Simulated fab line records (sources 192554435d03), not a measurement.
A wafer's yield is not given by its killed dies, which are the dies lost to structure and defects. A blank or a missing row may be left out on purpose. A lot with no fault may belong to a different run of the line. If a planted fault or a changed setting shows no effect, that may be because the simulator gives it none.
What tool caused it? -- flow n5 finfet -- 12 lots, 36 wafers sampled, at 5 steps of a route of 1938

## WHAT THE GAUGES READ, wafer by wafer
N5_BEOL_M3_RS_MEAS_58: measurement is done with a four-point probe.
lot,measured,on,M3_RS (ohm/sq)
L076,day 8 01:20,film metro-01,0.69 0.65 0.68
L077,day 8 04:16,film metro-02,0.58 0.61 0.56
L079,day 9 01:02,film metro-01,0.67 0.64 0.64
L081,day 9 16:50,film metro-02,0.66 0.69 0.64
L082,day 10 06:54,film metro-01,0.67 0.60 0.64
L085,day 10 12:45,film metro-01,0.69 0.69 0.69
L086,day 10 20:41,film metro-01,0.69 0.71 0.62
L088,day 11 22:36,film metro-01,0.68 0.69 0.71
L091,day 12 03:12,film metro-01,0.65 0.65 0.62
L093,day 12 07:37,film metro-02,0.67 0.68 0.70
L095,day 12 22:30,film metro-01,0.66 0.66 0.60
L097,day 13 11:43,film metro-02,0.66 0.66 0.68

## EACH LOT AND THE TOOL THAT RAN IT (in order: tool; ch and the chambers of the sampled wafers; start)
lot,N5_BEOL_M3_DEGAS_44,N5_BEOL_M3_ANNEAL_49,N5_BEOL_M3_SPUTTER_94,N5_BEOL_M3_ANNEAL_51
L076,"pvd sputter-02, day 7 20:01","pvd sputter-01, day 7 22:23","pvd sputter-01, day 7 23:50","rtp anneal-02 ch 0, day 8 00:18"
L077,"pvd sputter-01, day 8 00:18","pvd sputter-01, day 8 01:32","pvd sputter-01, day 8 03:00","rtp anneal-01 ch 0, day 8 03:28"
L079,"pvd sputter-01, day 8 21:38","pvd sputter-01, day 8 22:17","pvd sputter-01, day 8 23:44","rtp anneal-02 ch 0, day 9 00:12"
L081,"pvd sputter-01, day 9 13:19","pvd sputter-01, day 9 14:02","pvd sputter-01, day 9 15:30","rtp anneal-02 ch 0, day 9 15:56"
L082,"pvd sputter-01, day 10 01:16","pvd sputter-01, day 10 03:59","pvd sputter-01, day 10 05:26","rtp anneal-01 ch 0, day 10 05:54"
L085,"pvd sputter-02, day 10 09:20","pvd sputter-02, day 10 10:01","pvd sputter-02, day 10 11:29","rtp anneal-01 ch 0, day 10 11:54"
L086,"pvd sputter-03, day 10 17:08","pvd sputter-02, day 10 17:57","pvd sputter-02, day 10 19:25","rtp anneal-01 ch 0, day 10 19:52"
L088,"pvd sputter-03, day 11 19:02","pvd sputter-01, day 11 19:50","pvd sputter-01, day 11 21:17","rtp anneal-02 ch 0, day 11 21:43"
L091,"pvd sputter-01, day 11 23:29","pvd sputter-02, day 12 00:28","pvd sputter-02, day 12 01:56","rtp anneal-01 ch 0, day 12 02:23"
L093,"pvd sputter-02, day 12 03:01","pvd sputter-03, day 12 04:01","pvd sputter-03, day 12 05:28","rtp anneal-01 ch 0, day 12 05:58"
L095,"pvd sputter-02, day 12 16:09","pvd sputter-01, day 12 18:28","pvd sputter-01, day 12 19:55","rtp anneal-02 ch 0, day 12 21:39"
L097,"pvd sputter-01, day 13 07:55","pvd sputter-03, day 13 08:44","pvd sputter-03, day 13 10:12","rtp anneal-01 ch 0, day 13 10:54"
- N5_BEOL_M3_DEGAS_44: time 60 s.
- N5_BEOL_M3_ANNEAL_49: time 240 s.
- N5_BEOL_M3_SPUTTER_94: material Cu, target thk 4.5 nm, time 8.29 s.
- N5_BEOL_M3_ANNEAL_51: time 90 s.

## THE ANSWER, worked out from the rows above alone
Rule: the lots themselves supply what counts as usual. The widest of any qualifying gaps counts: lots, ordered by their means at a reading, are off when they make up no more than a third of the lots, leave a main group of 4 or more, and stand apart from it by 3 or more times the standard deviation of that group's means. If all means in a main group match to the digits the tables above print for the reading, that group is not used. A lot without any number at a reading at which 4 lots or more have one is off too. All remaining lots with rows at the step are treated as sound.
Nothing can be told from this: no lot is off at any reading shown.

## WHAT THE SIMULATOR HAD INSERTED
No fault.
